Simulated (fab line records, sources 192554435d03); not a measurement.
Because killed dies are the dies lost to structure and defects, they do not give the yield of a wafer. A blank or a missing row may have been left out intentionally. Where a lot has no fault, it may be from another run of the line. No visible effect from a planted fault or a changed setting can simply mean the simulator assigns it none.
Matching of chambers + flow n5-finfet + rie-diel-06 running N5_PASSIVATION_STRIP_14: 4 sister chambers
The step strips in O2. 14 wafers are shown with their chamber, then 7 later ones without.

## WAFERS PAIRED WITH THEIR CHAMBERS
| wafer  | chamber | showerhead-plenum-p-Torr (Torr) | drypump-motor-current-A (A) | throttle-valve-pct (%) |
|--------|---------|---------------------------------|-----------------------------|------------------------|
| L077.2 | 1       | 2.01                            | 5.7                         | 17.3                   |
| L077.3 | 2       | 2.13                            | 5.8                         | 16.3                   |
| L077.6 | 1       | 2.01                            | 5.7                         | 17.2                   |
| L079.2 | 1       | 2.00                            | 5.7                         | 17.3                   |
| L079.3 | 2       | 2.13                            | 5.8                         | 16.3                   |
| L079.4 | 3       | 2.19                            | 5.4                         | 16.7                   |
| L081.1 | 2       | 2.13                            | 5.8                         | 16.3                   |
| L081.2 | 0       | 2.05                            | 5.7                         | 16.4                   |
| L081.6 | 2       | 2.13                            | 5.8                         | 16.3                   |
| L091.3 | 3       | 2.18                            | 5.4                         | 16.8                   |
| L091.4 | 2       | 2.13                            | 5.8                         | 16.4                   |
| L091.6 | 3       | 2.18                            | 5.4                         | 16.7                   |
| L087.1 | 1       | 2.00                            | 5.6                         | 17.3                   |
| L087.2 | 2       | 2.12                            | 5.8                         | 16.3                   |

SIGNATURES, as means of the wafers listed above
| reading                  | chamber 0 | chamber 1 | chamber 2 | chamber 3 | scatter within a chamber |
|--------------------------|-----------|-----------|-----------|-----------|--------------------------|
| showerhead-plenum-p-Torr | 2.0500    | 2.0050    | 2.1283    | 2.1833    | 0.005                    |
| drypump-motor-current-A  | 5.700     | 5.675     | 5.800     | 5.400     | 0.0274                   |
| throttle-valve-pct       | 16.400    | 17.275    | 16.317    | 16.733    | 0.0474                   |
Rule: distance of a wafer from a chamber = root of the sum over the readings of ((wafer's reading minus chamber's mean) / reading's scatter) squared. The wafer belongs to the nearest chamber; if the next one is less than 2 further off, it can't be placed. The scatter: take each reading less its chamber's mean, square it, sum over the shown wafers, divide by the number of wafers less the number of chambers, and take the root.

## WAFERS WITH NO CHAMBER GIVEN
| wafer  | showerhead-plenum-p-Torr (Torr) | drypump-motor-current-A (A) | throttle-valve-pct (%) |
|--------|---------------------------------|-----------------------------|------------------------|
| L087.6 | 2.00                            | 5.7                         | 17.3                   |
| L090.2 | 2.12                            | 5.8                         | 16.3                   |
| L090.3 | 2.18                            | 5.4                         | 16.8                   |
| L090.6 | 2.05                            | 5.7                         | 16.4                   |
| L093.1 | 2.05                            | 5.7                         | 16.4                   |
| L093.3 | 2.00                            | 5.6                         | 17.3                   |
| L093.6 | 2.00                            | 5.7                         | 17.3                   |

## EACH ONE'S CHAMBER
| wafer  | from the rows above | in truth |
|--------|---------------------|----------|
| L087.6 | 1                   | 1        |
| L090.2 | 2                   | 2        |
| L090.3 | 3                   | 3        |
| L090.6 | 0                   | 0        |
| L093.1 | 0                   | 0        |
| L093.3 | 1                   | 1        |
| L093.6 | 1                   | 1        |
7 of 7 placed correctly. Left unplaced by these rows: 0. Wrongly placed: 0.
